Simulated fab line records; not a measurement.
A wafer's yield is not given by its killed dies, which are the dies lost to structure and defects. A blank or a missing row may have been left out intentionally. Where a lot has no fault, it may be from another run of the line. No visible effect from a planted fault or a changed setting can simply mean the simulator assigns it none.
Split-lot study | flow n5-finfet | 21 wafers read from 7 lots, route of 1938 steps

## THE SPLIT
At N5_BEOL_M6_HM_DEP_02 (deposits TiN, target thk 20 nm), the setting target-thk-a was moved away from the recipe's 200 angstrom on 7 of the 21 wafers read, by -9.3% to +12.3%. This setting was run at the recipe's value on the other wafers.

## FROM THE SPLIT TO THE READING: what the file shows between them, 8 steps
- N5_BEOL_M6_COAT_59: time 60 s, resist thk 100 nm
- N5_BEOL_M6_COAT_60: time 60 s, resist thk 35 nm
- N5_BEOL_M6_STRIP_68: strips in N2/H2
- N5_BEOL_M6_STRIP_67: strips in CF4
- N5_BEOL_M6_HM_OPEN_17: chemistry Cl2/BCl3, target TiN, target depth 20 nm, overetch 6 nm
- N5_BEOL_M6_STRIP_19: strips in O2
- N5_BEOL_M6_STRIP_76: strips in C4F6/O2
- N5_BEOL_M6_STRIP_36: strips in N2/H2

## THE READING
TiN_of_BEOL_M6_HM_DEP_02.thk-nm (the simulator's own value, which no gauge read), in nm, at N5_BEOL_M6_TRENCH_ETCH_37 (etches SiCOH lowk in C4F6/O2, target depth 94.435 nm, time 31.5 s). There is no usual value for it anywhere in the file. Here, 14 wafers ran the recipe; their average is 17.3 nm with a standard deviation of 0.27 nm.

wafer  | tool, chamber at the split | target-thk-a as run, angstrom | against the recipe | TiN_of_BEOL_M6_HM_DEP_02.thk-nm, nm | against lot-mates on the recipe
L077.4 | pvd-sputter-01, -          | 200                           | recipe             | 17.2                                | -
L077.5 | pvd-sputter-01, -          | 181.3                         | -9.3%              | 15.4                                | -1.8
L077.6 | pvd-sputter-01, -          | 181.3                         | -9.3%              | 15.4                                | -1.8
L076.1 | pvd-sputter-01, -          | 200                           | recipe             | 17.2                                | -
L076.4 | pvd-sputter-01, -          | 200                           | recipe             | 17.2                                | -
L076.6 | pvd-sputter-01, -          | 200                           | recipe             | 17.2                                | -
L078.1 | pvd-sputter-01, -          | 200                           | recipe             | 17.2                                | -
L078.5 | pvd-sputter-01, -          | 200                           | recipe             | 17.2                                | -
L078.3 | pvd-sputter-01, -          | 216.1                         | +8.1%              | 19                                  | +1.8
L083.2 | pvd-sputter-01, -          | 215                           | +7.5%              | 18.4                                | +1.4
L083.4 | pvd-sputter-01, -          | 215                           | +7.5%              | 18.4                                | +1.4
L083.6 | pvd-sputter-01, -          | 200                           | recipe             | 17                                  | -
L089.2 | pvd-sputter-02, -          | 200                           | recipe             | 17.4                                | -
L089.4 | pvd-sputter-02, -          | 200                           | recipe             | 17.4                                | -
L089.6 | pvd-sputter-02, -          | 200                           | recipe             | 17.2                                | -
L090.1 | pvd-sputter-01, -          | 224.5                         | +12.3%             | 19.2                                | +2.4
L090.3 | pvd-sputter-01, -          | 200                           | recipe             | 16.8                                | -
L090.5 | pvd-sputter-01, -          | 224.5                         | +12.3%             | 19                                  | +2.2
L096.2 | pvd-sputter-03, -          | 200                           | recipe             | 17.8                                | -
L096.5 | pvd-sputter-03, -          | 200                           | recipe             | 17.8                                | -
L096.6 | pvd-sputter-03, -          | 200                           | recipe             | 17.6                                | -

FIT RESULTS
A straight line over all 21 wafers: TiN_of_BEOL_M6_HM_DEP_02.thk-nm changes by +0.171 nm for each +1% of target-thk-a; r = +0.96; the points scatter about the line by 0.28 nm.
The same after taking each lot's own level away (the mean of its wafers on the recipe; 21 wafers): +0.192 nm for each +1%; r = +1.00; scatter 0.088 nm.
That fit puts the effect of the largest move of target-thk-a on the reading at 2.4 nm.
From 16.80 to 17.73 nm: that is the span of the lots' own levels, equal to 3.5 times the standard deviation above.
Hence the slope depends on the lot-to-lot level, as the two fits are not the same.
Check: +2.34 nm against its lot-mates is what the line predicts for one of the wafers moved furthest among these (+12.3%) when that wafer is left out of the fit. It came out at +2.4 nm against them.

## OTHER SPLITS ON THESE WAFERS
These wafers also went through other splits before the reading. Each is held against what the fit with the lots' levels taken away leaves over:
other split on the same wafers | wafers away from the commonest value | r with TiN_of_BEOL_M6_HM_DEP_02.thk-nm (lot level and that fit taken away)
N5_BEOL_M5_COAT_74 spin-rpm    | 10                                   | -0.30
N5_BEOL_M5_DEP_56 time-s       | 8                                    | -0.29

## THE WHOLE CHAIN: every reading that the file lists as answering this split, in the file's order
step                      | what it does                                                      | reading                                                                          | change (the file's fit)               | r (the file's)
N5_BEOL_M6_HM_DEP_02      | deposits TiN, target thk 20 nm                                    | TiN_of_BEOL_M6_HM_DEP_02.thk-nm (the simulator's own value, which no gauge read) | +0.189 nm for each +1% of the setting | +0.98
N5_BEOL_M6_HM_OPEN_17     | chemistry Cl2/BCl3, target TiN, target depth 20 nm, overetch 6 nm | etch.depth-nm (the simulator's own value, which no gauge read)                   | +0.189 nm for each +1% of the setting | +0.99
N5_BEOL_M6_TRENCH_ETCH_37 | etches SiCOH lowk in C4F6/O2, target depth 94.435 nm, time 31.5 s | TiN_of_BEOL_M6_HM_DEP_02.thk-nm (the simulator's own value, which no gauge read) | +0.195 nm for each +1% of the setting | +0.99

## FILE'S OWN FIT
TiN_of_BEOL_M6_HM_DEP_02.thk-nm changes by +0.195 nm for each +1% of target-thk-a, r = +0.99.
